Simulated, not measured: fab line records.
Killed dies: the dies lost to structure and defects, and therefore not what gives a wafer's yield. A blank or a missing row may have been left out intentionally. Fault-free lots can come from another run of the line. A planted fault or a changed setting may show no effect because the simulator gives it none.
One fault seen from 3 desks + flow n5 finfet + each desk holds nothing but its own numbers, with what lay behind them at the end

== THE DEFECT DESK ==
What the inspections along the route counted, lot by lot: means of the sampled wafers that have a number. Marked OUT: a lot whose mean sits more than 4 standard deviations from the usual mean, which makes it out of limits; the brackets give that distance.
Columns: A = raw defect count at N5_PASSIVATION_INSPECT_57, usual 2.0
| lot  | first seen here | A   |
|------|-----------------|-----|
| L622 | day 14 08:54    | 2.0 |
| L625 | day 14 13:55    | 3.3 |
| L626 | day 14 20:05    | 3.0 |
| L627 | day 14 21:14    | 2.7 |
| L629 | day 15 13:31    | 2.7 |
| L639 | day 17 04:01    | 1.7 |
| L637 | day 18 01:43    | 2.0 |
| L641 | day 18 13:07    | 0.7 |
| L642 | day 19 17:10    | 1.3 |
| L644 | day 20 02:42    | 1.0 |
Result from this desk: across the 10 lots, nothing is out of limits.

== THE METROLOGY DESK ==
Lot by lot, what the gauges showed, no matter which tool ran the lot: averages of those sampled wafers that carry a number. Marked OUT: a lot whose mean sits more than 4 standard deviations from the usual mean, which makes it out of limits; the brackets give that distance. Shown here are 7 of its 11 readings, the ones lying furthest out on some lot.
Columns: A = DIBL_N at N5_BEOL_M4_RC_MEAS_101, usual 35.1 mV/V; B = DIBL_P at N5_BEOL_M4_RC_MEAS_101, usual 34.9 mV/V; C = IOFF_N at N5_BEOL_M4_RC_MEAS_101, usual 0.143 nA/um; D = IOFF_P at N5_BEOL_M4_RC_MEAS_101, usual 0.21 nA/um; E = ION_P at N5_BEOL_M4_RC_MEAS_101, usual 463 uA/um; F = VT_P at N5_BEOL_M4_RC_MEAS_101, usual -250 mV; G = TV_OVL at N5_PASSIVATION_OVL_MEAS_60, usual -1 nm
| lot  | first seen here | A    | B    | C     | D    | E   | F    | G  |
|------|-----------------|------|------|-------|------|-----|------|----|
| L622 | day 8 19:02     | 36.6 | 36.3 | 0.184 | 0.24 | 468 | -244 | 4  |
| L625 | day 9 04:28     | 33.6 | 33.1 | 0.133 | 0.17 | 458 | -254 | 1  |
| L626 | day 9 06:34     | 33.7 | 33.3 | 0.121 | 0.14 | 453 | -257 | 1  |
| L627 | day 9 19:20     | 32.2 | 32.3 | 0.118 | 0.19 | 464 | -247 | 4  |
| L629 | day 10 21:08    | 35.1 | 34.0 | 0.124 | 0.16 | 451 | -257 | 4  |
| L639 | day 12 22:56    | 35.4 | 35.1 | 0.143 | 0.18 | 461 | -254 | -9 |
| L637 | day 13 04:05    | 37.0 | 36.1 | 0.165 | 0.27 | 466 | -245 | 7  |
| L641 | day 14 05:44    | 34.4 | 33.8 | 0.125 | 0.19 | 464 | -250 | -7 |
| L642 | day 14 18:48    | 36.0 | 36.3 | 0.150 | 0.23 | 465 | -249 | -5 |
| L644 | day 15 03:55    | 36.5 | 35.3 | 0.151 | 0.25 | 470 | -245 | 12 |
Result from this desk: across the 10 lots, nothing is out of limits.

== FOR THE TOOL OWNER'S DESK: pvd sputter-01 ==
The tool's own readings at N5_BEOL_M3_HM_DEP_02 (deposits TiN, target thk 20 nm): means of the sampled wafers that have a number, for each lot that ran on this tool. Marked OUT: a lot whose mean sits more than 4 standard deviations from the usual mean, which makes it out of limits; the brackets give that distance.
Columns: A = throttle valve pct at N5_BEOL_M3_HM_DEP_02, usual 30.7 %
| lot  | first seen here | A    |
|------|-----------------|------|
| L627 | day 8 21:26     | 31.4 |
| L629 | day 9 02:42     | 29.9 |
| L637 | day 11 10:49    | 31.7 |
Result from this desk: across the 3 lots, nothing is out of limits.

== ALL TOGETHER ==
Nothing the defect desk looked at was out of limits.
The metrology desk saw nothing out of limits.
The desk of the tool owner found nothing out of limits.

== WHAT HAD BEEN PUT IN BY THE SIMULATOR ==
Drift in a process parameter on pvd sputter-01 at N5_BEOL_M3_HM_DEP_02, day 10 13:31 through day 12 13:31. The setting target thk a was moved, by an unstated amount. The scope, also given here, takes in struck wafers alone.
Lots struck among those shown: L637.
